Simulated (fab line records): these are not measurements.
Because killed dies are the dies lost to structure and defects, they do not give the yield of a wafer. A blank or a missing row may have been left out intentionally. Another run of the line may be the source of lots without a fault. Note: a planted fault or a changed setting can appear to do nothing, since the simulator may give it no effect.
Matching of chambers | flow nandHarc | NHARC_P_M2_DESCUM_14 on rieDiel-06 has 4 sister chambers
The step chemistry O2, time 3 s. 7 wafers are shown with their chamber, then 7 later ones without.

WAFERS PAIRED WITH THEIR CHAMBERS
wafer  | chamber | drypumpMotorCurrentA (A) | oesProductAu (a.u.)
L147.2 | 2       | 5.7                      | 0.997
L147.3 | 1       | 6.2                      | 1.026
L147.5 | 1       | 6.2                      | 1.017
L149.3 | 3       | 5.4                      | 0.992
L149.5 | 0       | 5.9                      | 1.006
L150.1 | 0       | 5.8                      | 1.014
L150.4 | 3       | 5.4                      | 0.997

WAFERS MISSING THEIR CHAMBER
wafer  | drypumpMotorCurrentA (A) | oesProductAu (a.u.)
L150.6 | 5.4                      | 1.009
L152.2 | 5.9                      | 1.014
L152.4 | 5.4                      | 1.015
L152.6 | 5.8                      | 1.013
L156.3 | 5.9                      | 1.017
L156.4 | 5.6                      | 0.996
L156.6 | 5.6                      | 0.988

EACH ONE'S CHAMBER
wafer  | from the rows above | in truth
L150.6 | 3                   | 3
L152.2 | 0                   | 0
L152.4 | 3                   | 3
L152.6 | 0                   | 0
L156.3 | 0                   | 0
L156.4 | 2                   | 2
L156.6 | 2                   | 2
Placed correctly: 7 of 7. Number that these rows cannot place: 0. Number placed wrongly: 0.
How it was worked out, from the rows above alone: a wafer's distance from a chamber is the root of the sum, over the readings, of the square of ((its reading less the chamber's mean) divided by the reading's scatter). The wafer belongs to the nearest chamber; if the next one is less than 2 further off, it can't be placed. Each chamber's mean is taken over the wafers shown for it. How the scatter is found: for the shown wafers, subtract from each reading the mean of its chamber, square and add these, divide the total by (wafers less chambers), then take the root.
